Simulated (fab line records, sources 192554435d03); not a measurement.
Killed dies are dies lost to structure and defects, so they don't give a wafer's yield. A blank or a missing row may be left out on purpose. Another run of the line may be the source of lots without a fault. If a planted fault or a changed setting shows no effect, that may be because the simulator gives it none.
2 desks, one fault -- flow n5_finfet -- every desk sees just its own numbers, and what lay behind them comes last

DESK OF THE TOOL OWNER: pecvd-03
The tool's own readings at N5_BEOL_M15_ILD_DEP_00 (deposits SiO2 from TEOS/O2, target thk 1629.3 nm, time 346.1 s): means of the sampled wafers that have a number, for each lot that ran on this tool. Any lot whose mean is over 4 standard deviations away from the usual mean is out of limits and marked OUT; that distance is given in the brackets.
Columns: A = heater_power_outer_w at N5_BEOL_M15_ILD_DEP_00, usual 298 W; B = heater_power_w at N5_BEOL_M15_ILD_DEP_00, usual 546 W; C = rf_fwd_power_W at N5_BEOL_M15_ILD_DEP_00, usual 897.9 W; D = run_length_s at N5_BEOL_M15_ILD_DEP_00, usual 389.0 s; E = showerhead_plenum_p_Torr at N5_BEOL_M15_ILD_DEP_00, usual 8.33 Torr; F = throttle_valve_pct at N5_BEOL_M15_ILD_DEP_00, usual 18.8 %
lot,first seen here,A,B,C,D,E,F
L607,day 12 18:58,356,549,901.7,388.6,8.34,19.5
L608,day 12 19:14,306,496,895.5,388.5,8.33,19.0
L616,day 15 01:39,370,563,898.4,503.3 (+99 or more) OUT,8.32,18.4
L620,day 15 11:11,383,597,897.6,503.3 (+99 or more) OUT,8.31,18.4
This desk's finding: out of limits on L616, L620; first on L616, day 15 01:39 (run_length_s at N5_BEOL_M15_ILD_DEP_00). L607, L608 stayed within limits.

AT THE METROLOGY DESK
What the gauges read for every lot (on any tool): the sampled wafers with a number, averaged. Any lot whose mean is over 4 standard deviations away from the usual mean is out of limits and marked OUT; that distance is given in the brackets.
Columns: A = M15_ILD_THK at N5_BEOL_M15_THK_MEAS_01, usual 1627 nm; B = cd_nm at N5_BEOL_M15_CD_MEAS_17, usual 361.3 nm
lot,first seen here,A,B
L605,day 11 17:23,1636,360.4
L607,day 12 19:13,1629,362.2
L608,day 12 19:29,1630,361.0
L611,day 13 21:53,1657,362.3
L614,day 14 12:33,1604,359.6
L616,day 15 01:54,2162 (+24) OUT,367.3
L620,day 15 11:32,2148 (+24) OUT,365.6
L624,day 17 13:20,1618,359.6
L626,day 17 21:25,1626,362.3
Per this desk, out of limits: L616, L620; the first was L616, day 15 01:54 (M15_ILD_THK at N5_BEOL_M15_THK_MEAS_01). L605, L607, L608, L611, L614, L624, L626 stayed within limits.

TAKEN TOGETHER
On L616, L620, at day 15 01:39, an alarm was possible from the tool owner's desk.
At day 15 01:54 the metrology desk could have sounded an alarm, on L616, L620.
Every lot named ran N5_BEOL_M15_ILD_DEP_00 on pecvd-03.

WHAT WAS PUT IN BY THE SIMULATOR
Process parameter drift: pecvd-03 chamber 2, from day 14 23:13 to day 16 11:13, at N5_BEOL_M15_ILD_DEP_00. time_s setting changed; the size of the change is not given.
Lots struck among those shown: L616, L620.
Delay (hours) between the fault's onset and each desk's first out-of-limits reading: 2 at the tool owner's desk, 3 at the metrology desk.
